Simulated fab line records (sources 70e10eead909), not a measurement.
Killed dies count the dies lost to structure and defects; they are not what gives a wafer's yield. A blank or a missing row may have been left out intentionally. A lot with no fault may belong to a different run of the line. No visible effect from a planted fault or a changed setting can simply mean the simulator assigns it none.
What tool caused it? | flow nandHarc | 15 lots (45 wafers sampled), 1 step of a 1302-step route

## WHAT THE GAUGES SHOWED, per wafer
NHARC_P_STI_INSPECT_25. Usual: rawDefectCount reads 208 (standard deviation 78).
lot  | measured     | on               | rawDefectCount | flag
L352 | day 3 22:16  | defectInspect-02 | 331 142 265    | 
L353 | day 4 14:29  | defectInspect-02 | 213 310 157    | 
L354 | day 4 21:08  | defectInspect-02 | 107 126 170    | 
L359 | day 7 00:43  | defectInspect-01 | 220 189 277    | 
L365 | day 9 08:29  | defectInspect-02 | 120 208 145    | 
L367 | day 10 05:53 | defectInspect-02 | 148 272 280    | 
L366 | day 10 05:53 | defectInspect-01 | 232 246 271    | 
L368 | day 10 20:40 | defectInspect-02 | 214 268 238    | 
L369 | day 11 04:47 | defectInspect-02 | 227 153 197    | 
L370 | day 11 12:53 | defectInspect-02 | 519 470 289    | 
L371 | day 12 02:57 | defectInspect-01 | 164 230 354    | 
L372 | day 12 08:55 | defectInspect-02 | 175 118 278    | 
L373 | day 12 15:35 | defectInspect-01 | 146 180 179    | 
L374 | day 13 08:07 | defectInspect-02 | 84 97 96       | 
L375 | day 13 14:20 | defectInspect-01 | 173 161 170    | 

## EACH LOT AND THE TOOL THAT RAN IT (in order: tool; ch and the chambers of the sampled wafers; start)
No process step before these readings appears in the record.

## AS READ BY THE TOOLS THEMSELVES (means over the sampled wafers that have a number; for cases with no such wafer, the mark the record gives instead)
The record holds no such reading with a usual standard deviation.

## THE ANSWER, worked out from the rows above alone
Rule: lot off if the mean of its wafers having a number is beyond 3 standard deviations from the usual mean. Also off: a lot with no number at a reading for which 4 or more lots have one. Any other lot the step has rows for is counted as sound. First the gauges in route order, then the tools' own readings, where a lot's mean is used as printed above. The first step at which some lot is off is used, and at that step the reading that is off furthest; a lot without a number counts as furthest.
None of the lots is off at any reading shown; this tells nothing.

## WHAT WAS PUT IN BY THE SIMULATOR
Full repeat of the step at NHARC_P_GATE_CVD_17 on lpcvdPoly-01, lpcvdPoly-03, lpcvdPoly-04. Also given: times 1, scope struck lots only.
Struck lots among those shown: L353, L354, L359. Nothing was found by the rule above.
